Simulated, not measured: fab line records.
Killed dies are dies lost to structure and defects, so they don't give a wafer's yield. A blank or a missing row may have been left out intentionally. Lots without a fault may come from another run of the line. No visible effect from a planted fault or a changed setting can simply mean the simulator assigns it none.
fab line records	flow n5_finfet
[record] lots = 24	wafers = 72	last_day = 20
route steps=1938 shown BEOL_M7@1283 BEOL_M8@1332
lots with no fault: from the same line, run without faults
start_h: start of the lot's first displayed wafer, in hours after the record's first day	wait_h: hours from the lot's prior step to this one	" the same as in the row above	L1.1+2: a single row standing in for several wafers	- value missing, or start not given	* or withheld: withheld	< > ~ a bound
route shown NAME@n: names a module that has steps shown in the file, with the first one's number in the route	usual: mean and standard deviation over wafers with no fault	same: alike in all rows	chamber/n: place in a boat	sites: the reading at each site	_std_site: the values' standard deviation	_edge_site: the outer-site mean with the inner-site mean subtracted	radius_mm: for every site, how far away it sits from the centre of the wafer	mask NAME#n: copy n	behind: tool/chamber where the wafer was last shaped	hold: why the lot was held/for how many hours/how that ended	device: names the non-switching transistor (n, p or np)	end of line: the route-end tests of the same wafers	where a step has no rows: the recipe by itself	killed: the dies lost at the first sort to structure and to defects; this is not the yield of the wafer	map: per-die view of a wafer (x killed, . not killed, _ where there is no die)
set.NAME: setting as actually run; set.NAME@STEP: the setting as run at that earlier step	model.NAME: the simulator's own value behind a step, which no gauge read
one table for each step of the route and one row for each wafer, over a sample of lots
services: the hour from which a tool's chamber was out of use, counted from the record's first day as start_h (under 0 if before that day), plus the number of hours and why
[[steps]]
[step N5_BEOL_M7_STRIP_67]
[recipe] chemistry = CF4	resist = SiARC	power_w = 300	bias_power_w = 75	pressure_mtorr = 50	cf4_flow_sccm = 150	rf_frequency_hz = 6e+07
[usual] bias_power_w = 74.97/0.21	drypump_motor_current_A = 5.8/0.53	oes_product_au = 0.80/0.074	rf_vpp_V = 270.9/1.4	showerhead_plenum_p_Torr = 1.78/0.05	throttle_valve_pct = 13.49/0.17
lot.wafer	tool	chamber	start_h	wait_h	bias_power_w	drypump_motor_current_A	oes_product_au	rf_hours_counter_h	rf_vpp_V	showerhead_plenum_p_Torr	throttle_valve_pct
L074.1	rie_diel-06	2	216.08	0.0	75.29	6.6	0.69	244	271.0	1.77	13.89
L074.4	"	3	"	"	74.91	5.8	0.79	112	270.8	1.73	13.66
L074.6	"	3	"	"	75.02	5.8	0.79	-	268.6	1.73	13.66
L076.2	rie_diel-06	3	229.87	0.0	74.70	5.9	0.79	116	270.5	1.73	13.67
L076.3	"	2	"	"	74.95	6.6	0.69	249	270.7	1.77	13.90
L076.5	"	2	"	"	75.01	6.6	0.69	-	270.0	1.77	13.90
L075.1	rie_diel-05	3	230.13	0.0	74.67	5.8	0.75	160	274.3	1.86	13.38
L075.4	"	2	"	"	74.60	5.3	0.88	43	269.0	1.76	13.35
L075.5	"	3	"	"	74.71	5.8	0.75	-	274.3	1.86	13.39
L079.4	rie_diel-06	0	251.41	0.0	75.11	6.2	0.69	-	271.2	1.76	13.57
L079.5	"	3	"	"	75.17	5.8	0.78	-	268.4	1.73	13.68
L079.6	"	1	"	"	74.87	5.2	0.79	-	270.0	1.73	13.53
L077.1	rie_diel-05	3	251.63	0.0	74.85	5.8	0.75	167	272.2	1.86	13.39
L077.4	"	2	"	"	74.99	5.3	0.89	49	270.9	1.75	13.35
L077.5	"	2	"	"	74.82	5.3	0.88	-	271.6	1.75	13.37
L081.1	rie_diel-02	0	251.98	0.0	75.13	5.8	0.79	114	272.5	1.80	13.25
L081.4	"	3	"	"	74.99	4.7	0.80	83	270.8	1.75	13.34
L081.5	"	2	"	"	75.17	6.1	0.79	-	272.4	1.81	13.57
L078.1	rie_diel-06	1	252.59	0.0	75.01	5.2	0.79	113	270.3	1.73	13.52
L078.4	"	1	"	"	74.66	5.2	0.78	-	269.5	1.73	13.52
L078.6	"	3	"	"	74.73	5.8	0.79	-	269.9	1.73	13.68
L080.2	rie_diel-02	2	257.71	0.0	74.97	6.1	0.79	89	271.3	1.81	13.56
L080.3	"	3	"	"	75.24	4.7	0.80	85	269.7	1.75	13.35
L080.6	"	2	"	"	74.92	6.1	0.79	-	271.8	1.81	13.59
L083.1	rie_diel-06	1	275.69	0.0	74.94	5.2	0.77	121	268.5	1.73	13.54
L083.4	"	2	"	"	74.91	6.6	0.99	-	271.0	1.77	13.33
L083.6	"	3	"	"	74.71	5.8	0.77	-	269.7	1.73	13.72
L082.1	rie_diel-02	1	286.06	0.0	74.78	6.4	0.82	62	272.1	1.89	13.42
L082.5	"	1	"	"	74.90	6.4	0.82	-	273.9	1.89	13.43
L082.6	"	2	"	"	75.12	6.1	0.78	-	272.3	1.80	13.63
L084.2	rie_diel-05	3	291.19	0.0	74.63	5.8	0.74	176	273.8	1.86	13.41
L084.3	"	0	"	"	74.97	5.0	0.74	189	273.2	1.86	13.56
L084.5	"	2	"	"	75.29	5.3	0.87	-	270.2	1.75	13.37
L085.3	rie_diel-06	0	299.33	0.0	74.94	6.2	0.97	4	269.8	1.76	13.00
L085.4	"	2	"	"	75.12	6.6	0.96	8	271.4	1.76	13.34
L085.5	"	2	"	"	74.97	6.6	0.95	-	270.9	1.76	13.36
L086.1	rie_diel-06	0	299.59	0.0	74.67	6.2	0.96	4	269.4	1.76	13.02
L086.4	"	1	"	"	75.09	5.2	0.78	128	268.5	1.73	13.57
L086.5	"	2	"	"	74.82	6.6	0.96	-	271.5	1.76	13.37
L087.4	rie_diel-06	3	305.28	0.0	75.15	5.8	0.77	143	270.4	1.72	13.73
L087.5	"	3	"	"	75.47	5.8	0.77	-	269.8	1.72	13.72
L087.6	"	2	"	"	74.81	6.6	0.95	-	270.9	1.76	13.35
L089.3	rie_diel-05	1	305.47	0.0	75.26	6.0	0.73	189	269.6	1.78	13.47
L089.4	"	3	"	"	75.20	5.8	0.73	182	271.2	1.86	13.42
L089.6	"	2	"	"	74.98	5.3	0.86	-	270.4	1.75	13.38
L088.1	rie_diel-05	0	320.41	0.0	74.75	5.0	0.74	195	271.9	1.85	13.59
L088.4	"	3	"	"	75.22	5.8	0.72	186	271.7	1.86	13.43
L088.6	"	2	"	"	75.37	5.3	0.85	-	270.7	1.75	13.41
L090.1	rie_diel-05	0	323.65	0.0	75.14	5.0	0.74	197	271.8	1.85	13.57
L090.5	"	3	"	"	74.99	5.8	0.73	-	273.0	1.86	13.45
L090.6	"	0	"	"	74.98	5.1	0.73	-	271.5	1.85	13.59
L091.2	rie_diel-05	0	323.91	0.0	75.05	5.1	0.74	197	273.5	1.85	13.59
L091.3	"	1	"	"	74.85	6.0	0.73	193	271.4	1.78	13.49
L091.4	"	2	"	"	75.02	5.3	0.86	69	270.9	1.75	13.41
L092.2	rie_diel-06	0	329.91	0.0	74.87	6.2	0.95	8	269.3	1.76	13.02
L092.4	"	2	"	"	74.81	6.6	0.93	20	270.1	1.76	13.38
L092.5	"	3	"	"	75.04	5.8	0.76	-	270.7	1.72	13.75
L093.2	rie_diel-02	2	331.93	0.0	74.98	6.1	0.77	114	271.1	1.80	13.63
L093.3	"	1	"	"	74.96	6.4	0.81	77	273.3	1.88	13.46
L093.4	"	3	"	"	74.80	4.7	0.78	109	269.7	1.74	13.40
L094.2	rie_diel-06	0	342.03	0.0	74.94	6.2	0.93	13	270.4	1.76	13.03
L094.4	"	3	"	"	74.98	5.8	0.76	157	269.5	1.72	13.76
L094.5	"	2	"	"	75.20	6.6	0.92	-	269.8	1.76	13.39
L095.1	rie_diel-05	1	365.93	0.0	74.94	6.0	0.72	205	273.4	1.78	13.51
L095.3	"	0	"	"	75.27	5.0	0.73	209	273.1	1.85	13.59
L095.6	"	2	"	"	74.94	5.3	0.84	-	271.7	1.75	13.45
L096.2	rie_diel-02	0	368.23	0.0	75.32	5.8	0.77	148	273.6	1.79	13.33
L096.4	"	1	"	"	75.16	6.4	0.80	89	273.7	1.88	13.49
L096.6	"	3	"	"	75.02	4.7	0.77	-	270.5	1.74	13.43
L097.1	rie_diel-06	0	371.51	0.0	75.16	6.2	0.91	22	269.6	1.76	13.06
L097.2	"	2	"	"	74.70	6.6	0.90	33	270.8	1.76	13.41
L097.5	"	1	"	"	74.82	5.2	0.75	-	269.2	1.72	13.61
[step N5_BEOL_M7_OCD_MEAS_38]
[usual] trench_depth_nm = 93.3/1.6
lot.wafer	tool	chamber	start_h	wait_h	trench_depth_nm
L074.1	ocd-01	-	218.59	-	95.7
L074.4	"	-	"	"	94.7
L074.6	"	-	"	"	94.5
L076.2	ocd-01	-	232.56	-	91.8
L076.3	"	-	"	"	91.4
L076.5	"	-	"	"	92.4
L075.1	ocd-02	-	233.57	-	91.2
L075.4	"	-	"	"	92.5
L075.5	"	-	"	"	90.9
L078.1	ocd-02	-	254.48	-	93.1
L078.4	"	-	"	"	93.1
L078.6	"	-	"	"	91.8
L077.1	ocd-01	-	254.94	-	94.2
L077.4	"	-	"	"	96.1
L077.5	"	-	"	"	96.0
L079.4	ocd-02	-	255.09	-	93.3
L079.5	"	-	"	"	92.4
L079.6	"	-	"	"	93.2
L081.1	ocd-02	-	255.39	-	91.9
L081.4	"	-	"	"	92.5
L081.5	"	-	"	"	94.1
L080.2	ocd-02	-	259.03	-	93.1
L080.3	"	-	"	"	91.9
L080.6	"	-	"	"	91.5
L083.1	ocd-02	-	282.44	-	90.7
L083.4	"	-	"	"	91.9
L083.6	"	-	"	"	92.5
L082.1	ocd-01	-	290.08	-	94.9
L082.5	"	-	"	"	94.7
L082.6	"	-	"	"	94.5
L084.2	ocd-01	-	294.57	-	92.5
L084.3	"	-	"	"	92.5
L084.5	"	-	"	"	91.5
L086.1	ocd-02	-	301.18	-	92.5
L086.4	"	-	"	"	91.7
L086.5	"	-	"	"	91.1
L085.3	ocd-02	-	301.39	-	95.7
L085.4	"	-	"	"	94.6
L085.5	"	-	"	"	95.5
L089.3	ocd-02	-	307.89	-	94.0
L089.4	"	-	"	"	91.8
L089.6	"	-	"	"	95.2
L087.4	ocd-01	-	308.29	-	96.6
L087.5	"	-	"	"	95.3
L087.6	"	-	"	"	93.6
L088.1	ocd-02	-	323.05	-	93.1
L088.4	"	-	"	"	94.3
L088.6	"	-	"	"	95.3
L091.2	ocd-02	-	326.21	-	91.9
L091.3	"	-	"	"	93.8
L091.4	"	-	"	"	95.1
L090.1	ocd-01	-	326.26	-	91.7
L090.5	"	-	"	"	92.0
L090.6	"	-	"	"	92.0
L092.2	ocd-01	-	331.72	-	92.3
L092.4	"	-	"	"	95.3
L092.5	"	-	"	"	94.5
L093.2	ocd-01	-	333.02	-	93.0
L093.3	"	-	"	"	95.0
L093.4	"	-	"	"	94.5
L094.2	ocd-02	-	344.14	-	92.2
L094.4	"	-	"	"	95.2
L094.5	"	-	"	"	92.9
L095.1	ocd-02	-	367.52	-	92.7
L095.3	"	-	"	"	90.5
L095.6	"	-	"	"	90.5
L096.2	ocd-02	-	369.96	-	94.8
L096.4	"	-	"	"	93.8
L096.6	"	-	"	"	93.7
L097.1	ocd-02	-	374.07	-	93.7
L097.2	"	-	"	"	93.8
L097.5	"	-	"	"	92.9
[step N5_BEOL_M7_CURE_75]
[recipe] temp_c = 370	time_s = 120	ambient = DMADMS/He	material = SiCOH_lowk
[usual] lamp_power_pct = 52.31/0.052	wafer_temp_C_max = 371.6/0.46
lot.wafer	tool	chamber	start_h	wait_h	lamp_power_pct	wafer_temp_C_max
L074.1	uv_cure-02	2	218.79	0.0	52.25	372.2
L074.4	"	2	"	"	52.28	371.7
L074.6	"	2	"	"	52.35	372.9
L076.2	uv_cure-01	1	232.81	0.1	52.32	371.3
L076.3	"	1	"	"	52.33	371.2
L076.5	"	1	"	"	52.28	370.8
L075.1	uv_cure-03	1	233.77	0.0	52.25	371.4
L075.4	"	1	"	"	52.31	370.9
L075.5	"	1	"	"	52.29	371.2
L078.1	uv_cure-02	1	254.67	0.0	52.29	371.5
L078.4	"	1	"	"	52.37	371.5
L078.6	"	1	"	"	52.22	371.7
L077.1	uv_cure-01	2	255.14	0.0	52.30	372.9
L077.4	"	2	"	"	52.32	371.7
L077.5	"	2	"	"	52.32	373.0
L079.4	uv_cure-03	0	255.43	0.2	52.34	371.7
L079.5	"	0	"	"	52.25	371.4
L079.6	"	0	"	"	52.33	371.3
L081.1	uv_cure-02	1	255.59	0.0	52.33	372.0
L081.4	"	1	"	"	52.34	371.8
L081.5	"	1	"	"	52.26	371.3
L080.2	uv_cure-01	1	259.27	0.1	52.39	371.3
L080.3	"	1	"	"	52.29	371.2
L080.6	"	1	"	"	52.31	371.2
L083.1	uv_cure-03	2	282.63	0.0	52.35	371.5
L083.4	"	2	"	"	52.16	371.9
L083.6	"	2	"	"	52.22	371.4
L082.1	uv_cure-02	1	290.28	0.0	52.40	372.0
L082.5	"	1	"	"	52.24	371.3
L082.6	"	1	"	"	52.25	371.4
L084.2	uv_cure-02	1	294.82	0.1	52.35	371.4
L084.3	"	1	"	"	52.25	371.4
L084.5	"	1	"	"	52.35	371.7
L086.1	uv_cure-01	2	301.38	0.0	52.36	372.0
L086.4	"	2	"	"	52.32	372.1
L086.5	"	2	"	"	52.35	371.2
L085.3	uv_cure-01	0	301.78	0.2	52.31	371.4
L085.4	"	0	"	"	52.28	371.3
L085.5	"	0	"	"	52.37	371.1
L089.3	uv_cure-01	0	308.35	0.3	52.30	371.3
L089.4	"	0	"	"	52.30	372.1
L089.6	"	0	"	"	52.27	371.2
L087.4	uv_cure-03	2	308.63	0.2	52.31	371.7
L087.5	"	2	"	"	52.41	372.0
L087.6	"	2	"	"	52.36	371.4
L088.1	uv_cure-01	1	323.25	0.0	52.31	371.5
L088.4	"	1	"	"	52.35	371.3
L088.6	"	1	"	"	52.42	371.6
L090.1	uv_cure-02	2	326.46	0.0	52.34	371.1
L090.5	"	2	"	"	52.30	371.3
L090.6	"	2	"	"	52.32	372.2
L091.2	uv_cure-03	1	326.47	0.1	52.33	371.6
L091.3	"	1	"	"	52.33	371.4
L091.4	"	1	"	"	52.31	371.1
L092.2	uv_cure-02	2	332.13	0.3	52.25	372.6
L092.4	"	2	"	"	52.26	372.0
L092.5	"	2	"	"	52.32	371.5
L093.2	uv_cure-01	1	333.26	0.1	52.28	371.5
L093.3	"	1	"	"	52.38	370.9
L093.4	"	1	"	"	52.31	371.3
L094.2	uv_cure-01	2	344.38	0.1	52.28	372.6
L094.4	"	2	"	"	52.23	371.6
L094.5	"	2	"	"	52.35	372.1
L095.1	uv_cure-01	0	367.71	0.0	52.24	371.1
L095.3	"	0	"	"	52.31	371.2
L095.6	"	0	"	"	52.40	371.7
L096.2	uv_cure-01	0	370.20	0.1	52.22	371.3
L096.4	"	0	"	"	52.38	371.6
L096.6	"	0	"	"	52.31	371.2
L097.1	uv_cure-03	1	374.26	0.0	52.26	371.0
L097.2	"	1	"	"	52.28	371.6
L097.5	"	1	"	"	52.25	371.6
[step N5_BEOL_M7_DEP_56]
[recipe] material = SiCN	target_thk_a = 100	temp_c = withheld	precursor = 3MS/NH3	pressure_torr = 3	rf_w = 202	time_s = 17.5
[usual] showerhead_plenum_p_Torr = 3.660/0.011	throttle_valve_pct = 9.1/0.47
lot.wafer	tool	chamber	start_h	wait_h	showerhead_plenum_p_Torr	throttle_valve_pct
L074.1	pecvd-01	0	222.54	0.0	3.659	9.3
L074.4	"	0	"	"	3.658	9.5
L074.6	"	2	"	"	3.674	8.9
L076.2	pecvd-02	2	235.35	0.0	3.657	9.0
L076.3	"	1	"	"	3.658	8.8
L076.5	"	2	"	"	3.658	9.0
L075.1	pecvd-03	0	236.51	0.1	3.666	9.3
L075.4	"	0	"	"	3.660	9.6
L075.5	"	0	"	"	3.668	9.3
L078.1	pecvd-03	0	257.40	0.0	3.656	9.4
L078.4	"	0	"	"	3.659	9.5
L078.6	"	1	"	"	3.658	8.5
L077.1	pecvd-01	0	257.93	0.0	3.657	8.8
L077.4	"	0	"	"	3.658	9.0
L077.5	"	1	"	"	3.653	9.9
L079.4	pecvd-02	1	258.09	0.0	3.651	8.7
L079.5	"	2	"	"	3.647	9.2
L079.6	"	0	"	"	3.672	9.0
L081.1	pecvd-01	1	258.30	0.0	3.649	10.4
L081.4	"	2	"	"	3.667	8.7
L081.5	"	1	"	"	3.656	10.6
L080.2	pecvd-02	1	261.65	0.0	3.663	8.7
L080.3	"	2	"	"	3.659	8.9
L080.6	"	2	"	"	3.649	9.2
L083.1	pecvd-03	1	285.98	0.0	3.644	8.7
L083.4	"	0	"	"	3.653	9.4
L083.6	"	0	"	"	3.668	9.3
L082.1	pecvd-02	2	293.03	0.0	3.661	8.8
L082.5	"	2	"	"	3.657	9.2
L082.6	"	0	"	"	3.680	8.8
L084.2	pecvd-03	1	297.84	0.0	3.652	8.8
L084.3	"	1	"	"	3.650	9.0
L084.5	"	2	"	"	3.647	9.0
L086.1	pecvd-01	0	304.63	0.0	3.656	9.5
L086.4	"	2	"	"	3.673	8.6
L086.5	"	1	"	"	3.658	10.2
L085.3	pecvd-02	0	305.05	0.0	3.678	8.9
L085.4	"	2	"	"	3.659	9.2
L085.5	"	0	"	"	3.672	8.7
L089.3	pecvd-03	0	310.80	0.0	3.672	9.3
L089.4	"	2	"	"	3.649	9.0
L089.6	"	0	"	"	3.658	9.4
L087.4	pecvd-02	0	311.13	0.0	3.679	8.7
L087.5	"	2	"	"	3.660	8.8
L087.6	"	0	"	"	3.671	8.7
L088.1	pecvd-02	1	326.44	0.0	3.656	8.7
L088.4	"	1	"	"	3.659	8.9
L088.6	"	0	"	"	3.673	8.9
L091.2	pecvd-01	1	329.10	0.0	3.648	10.2
L091.3	"	2	"	"	3.675	8.7
L091.4	"	2	"	"	3.679	8.6
L090.1	pecvd-02	0	329.36	0.0	3.664	8.8
L090.5	"	2	"	"	3.651	9.0
L090.6	"	0	"	"	3.665	8.8
L092.2	pecvd-01	1	334.51	0.0	3.667	10.5
L092.4	"	0	"	"	3.661	9.3
L092.5	"	2	"	"	3.685	8.3
L093.2	pecvd-03	0	335.12	0.0	3.665	10.1
L093.3	"	2	"	"	3.647	9.2
L093.4	"	2	"	"	3.639	9.0
L094.2	pecvd-02	2	348.24	0.0	3.659	9.2
L094.4	"	0	"	"	3.670	9.0
L094.5	"	2	"	"	3.656	8.8
L095.1	pecvd-03	1	369.85	0.0	3.651	8.7
L095.3	"	2	"	"	3.654	8.9
L095.6	"	0	"	"	3.659	9.8
L096.2	pecvd-03	1	372.21	0.0	3.661	8.8
L096.4	"	1	"	"	3.658	8.9
L096.6	"	2	"	"	3.643	9.1
L097.1	pecvd-02	1	376.08	0.0	3.662	8.9
L097.2	"	0	"	"	3.684	9.0
L097.5	"	2	"	"	3.663	9.4
[step N5_BEOL_M8_ILD_DEP_00]
[recipe] material = SiCOH_lowk	target_thk_a = 1797.5	temp_c = 300	precursor = DEMS/porogen	pressure_torr = 5	rf_w = 500	time_s = 33.4
[usual] heater_power_w = 300/34	showerhead_plenum_p_Torr = 5.739/0.012	throttle_valve_pct = 14.0/0.77
lot.wafer	tool	chamber	start_h	wait_h	heater_power_w	showerhead_plenum_p_Torr	throttle_valve_pct
L074.1	pecvd-01	0	222.67	0.0	294	5.730	14.2
L074.4	"	1	"	"	324	5.737	15.6
L074.6	"	2	"	"	297	5.736	13.0
L076.2	pecvd-04	0	235.49	0.0	312	5.757	14.2
L076.3	"	2	"	"	336	5.751	14.6
L076.5	"	2	"	"	343	5.743	14.4
L075.1	pecvd-04	2	236.71	0.0	325	5.728	14.5
L075.4	"	0	"	"	311	5.752	14.4
L075.5	"	2	"	"	330	5.732	14.0
L078.1	pecvd-01	0	257.55	0.0	286	5.737	14.2
L078.4	"	2	"	"	298	5.759	13.1
L078.6	"	0	"	"	294	5.733	14.0
L077.1	pecvd-04	2	258.07	0.0	333	5.735	14.3
L077.4	"	1	"	"	318	5.746	13.2
L077.5	"	0	"	"	322	5.753	14.3
L079.4	pecvd-02	0	258.23	0.1	332	5.751	13.5
L079.5	"	2	"	"	265	5.752	13.7
L079.6	"	1	"	"	265	5.729	13.5
L081.1	pecvd-02	0	258.43	0.0	373	5.753	13.4
L081.4	"	1	"	"	252	5.736	13.5
L081.5	"	0	"	"	388	5.742	13.6
L080.2	pecvd-01	2	261.78	0.0	280	5.741	13.3
L080.3	"	1	"	"	344	5.735	15.9
L080.6	"	1	"	"	339	5.738	15.7
L083.1	pecvd-04	2	286.13	0.0	327	5.738	14.4
L083.4	"	1	"	"	303	5.742	13.4
L083.6	"	1	"	"	317	5.737	13.4
L082.1	pecvd-04	1	293.16	0.0	252	5.739	13.1
L082.5	"	1	"	"	266	5.740	13.5
L082.6	"	2	"	"	327	5.730	14.2
L084.2	pecvd-01	0	297.99	0.0	298	5.720	14.2
L084.3	"	1	"	"	336	5.736	15.8
L084.5	"	2	"	"	277	5.755	13.2
L086.1	pecvd-02	1	304.78	0.0	243	5.752	13.5
L086.4	"	0	"	"	374	5.751	13.5
L086.5	"	1	"	"	248	5.742	13.6
L085.3	pecvd-04	0	305.18	0.0	292	5.743	14.2
L085.4	"	2	"	"	357	5.722	14.3
L085.5	"	0	"	"	302	5.739	14.4
L089.3	pecvd-02	2	310.96	0.1	264	5.722	13.9
L089.4	"	0	"	"	366	5.745	13.9
L089.6	"	2	"	"	272	5.736	14.0
L087.4	pecvd-01	1	311.29	0.1	329	5.721	16.0
L087.5	"	2	"	"	292	5.753	13.2
L087.6	"	0	"	"	272	5.730	14.2
L088.1	pecvd-02	1	326.57	0.0	249	5.728	13.5
L088.4	"	1	"	"	248	5.739	13.3
L088.6	"	0	"	"	387	5.752	13.4
L091.2	pecvd-04	0	329.24	0.0	298	5.762	14.5
L091.3	"	2	"	"	340	5.738	14.4
L091.4	"	2	"	"	348	5.733	14.3
L090.1	pecvd-01	0	329.49	0.0	253	5.732	13.9
L090.5	"	2	"	"	287	5.753	13.5
L090.6	"	1	"	"	293	5.724	15.9
L092.2	pecvd-04	1	334.64	0.0	264	5.744	13.1
L092.4	"	2	"	"	355	5.736	14.4
L092.5	"	1	"	"	262	5.734	13.2
L093.2	pecvd-01	0	335.25	0.0	266	5.721	14.3
L093.3	"	2	"	"	296	5.746	13.1
L093.4	"	0	"	"	279	5.733	14.1
L094.2	pecvd-04	2	348.37	0.0	336	5.727	14.5
L094.4	"	1	"	"	280	5.745	13.2
L094.5	"	0	"	"	288	5.749	14.1
L095.1	pecvd-02	2	369.99	0.0	286	5.726	14.3
L095.3	"	1	"	"	262	5.713	13.4
L095.6	"	1	"	"	263	5.718	13.3
L096.2	pecvd-01	0	372.36	0.0	283	5.743	14.3
L096.4	"	0	"	"	287	5.726	14.0
L096.6	"	2	"	"	272	5.756	13.3
L097.1	pecvd-04	1	376.21	0.0	314	5.731	13.0
L097.2	"	2	"	"	307	5.727	14.7
L097.5	"	1	"	"	311	5.740	13.3
[step N5_BEOL_M8_THK_MEAS_01]
[recipe] reads = SiCOH_lowk_of_BEOL_M8_ILD_DEP_00
[usual] M8_ILD_THK = 153.9/2
lot.wafer	tool	chamber	start_h	wait_h	M8_ILD_THK[nm]
L074.1	film_metro-01	-	223.72	0.8	152.1
L074.4	"	-	"	"	154.7
L074.6	"	-	"	"	154.8
L076.2	film_metro-01	-	236.54	0.7	152.9
L076.3	"	-	"	"	152.3
L076.5	"	-	"	"	156.2
L075.1	film_metro-01	-	237.77	0.8	151.7
L075.4	"	-	"	"	155.2
L075.5	"	-	"	"	156.7
L078.1	film_metro-01	-	258.14	0.4	150.7
L078.4	"	-	"	"	154.7
L078.6	"	-	"	"	152.8
L077.1	film_metro-01	-	258.64	0.4	152.8
L077.4	"	-	"	"	154.9
L077.5	"	-	"	"	154.9
L079.4	film_metro-01	-	258.78	0.2	155.7
L079.5	"	-	"	"	155.9
L079.6	"	-	"	"	156.5
L081.1	film_metro-01	-	259.01	0.4	152.6
L081.4	"	-	"	"	155.3
L081.5	"	-	"	"	154.4
L080.2	film_metro-02	-	262.36	0.4	149.2
L080.3	"	-	"	"	149.6
L080.6	"	-	"	"	150.9
L083.1	film_metro-02	-	286.73	0.4	153.1
L083.4	"	-	"	"	153.9
L083.6	"	-	"	"	156.6
L082.1	film_metro-01	-	293.76	0.4	151.6
L082.5	"	-	"	"	154.9
L082.6	"	-	"	"	156.7
L084.2	film_metro-02	-	298.75	0.4	152.3
L084.3	"	-	"	"	151.6
L084.5	"	-	"	"	153.4
L086.1	film_metro-02	-	305.35	0.4	151.7
L086.4	"	-	"	"	155.8
L086.5	"	-	"	"	154.4
L085.3	film_metro-02	-	305.76	0.3	152.0
L085.4	"	-	"	"	158.0
L085.5	"	-	"	"	156.9
L089.3	film_metro-02	-	311.54	0.3	155.5
L089.4	"	-	"	"	155.7
L089.6	"	-	"	"	152.7
L087.4	film_metro-01	-	311.84	0.2	157.6
L087.5	"	-	"	"	156.7
L087.6	"	-	"	"	154.4
L088.1	film_metro-01	-	327.23	0.4	151.8
L088.4	"	-	"	"	155.9
L088.6	"	-	"	"	155.6
L091.2	film_metro-01	-	329.81	0.4	152.7
L091.3	"	-	"	"	152.6
L091.4	"	-	"	"	153.2
L090.1	film_metro-01	-	330.07	0.4	151.7
L090.5	"	-	"	"	154.7
L090.6	"	-	"	"	152.5
L092.2	film_metro-01	-	335.22	0.4	153.3
L092.4	"	-	"	"	155.6
L092.5	"	-	"	"	154.6
L093.2	film_metro-02	-	336.31	0.7	153.0
L093.3	"	-	"	"	151.8
L093.4	"	-	"	"	153.9
L094.2	film_metro-01	-	348.95	0.4	155.1
L094.4	"	-	"	"	155.3
L094.5	"	-	"	"	157.4
L095.1	film_metro-02	-	370.56	0.4	155.6
L095.3	"	-	"	"	158.4
L095.6	"	-	"	"	159.0
L096.2	film_metro-01	-	372.96	0.4	154.0
L096.4	"	-	"	"	157.8
L096.6	"	-	"	"	153.7
L097.1	film_metro-02	-	376.79	0.4	150.5
L097.2	"	-	"	"	153.8
L097.5	"	-	"	"	153.5
[[services]]
tool	chamber	start_h	hours	kind
pecvd-02	2	199.90	5.5	scheduled_down
uv_cure-01	-	207.39	0.5	repair
pecvd-03	2	212.06	18.9	repair
pecvd-02	0	215.90	2.2	repair
rie_diel-06	2	235.12	-	clean
rie_diel-06	2	235.12	-	consumable_replace:focus_ring
rie_diel-06	2	235.12	34.8	scheduled_down
rie_diel-05	1	268.62	5.2	repair
uv_cure-02	-	269.60	5.0	repair
pecvd-03	-	270.21	0.6	repair
pecvd-04	0	282.82	14.2	repair
uv_cure-03	-	284.35	6.0	pm
uv_cure-01	-	293.69	7.5	pm
rie_diel-05	0	295.90	7.5	repair
pecvd-03	0	296.00	7.2	repair
rie_diel-02	-	306.21	0.9	repair
rie_diel-05	-	311.94	4.3	pm
rie_diel-06	0	313.92	13.7	repair
pecvd-03	2	318.15	4.3	repair
rie_diel-05	-	332.69	0.7	repair
pecvd-01	0	353.33	2.1	scheduled_down
pecvd-03	-	363.53	2.8	pm
pecvd-01	1	370.45	5.5	scheduled_down
uv_cure-02	-	372.80	2.9	repair
[[key]]
fault none
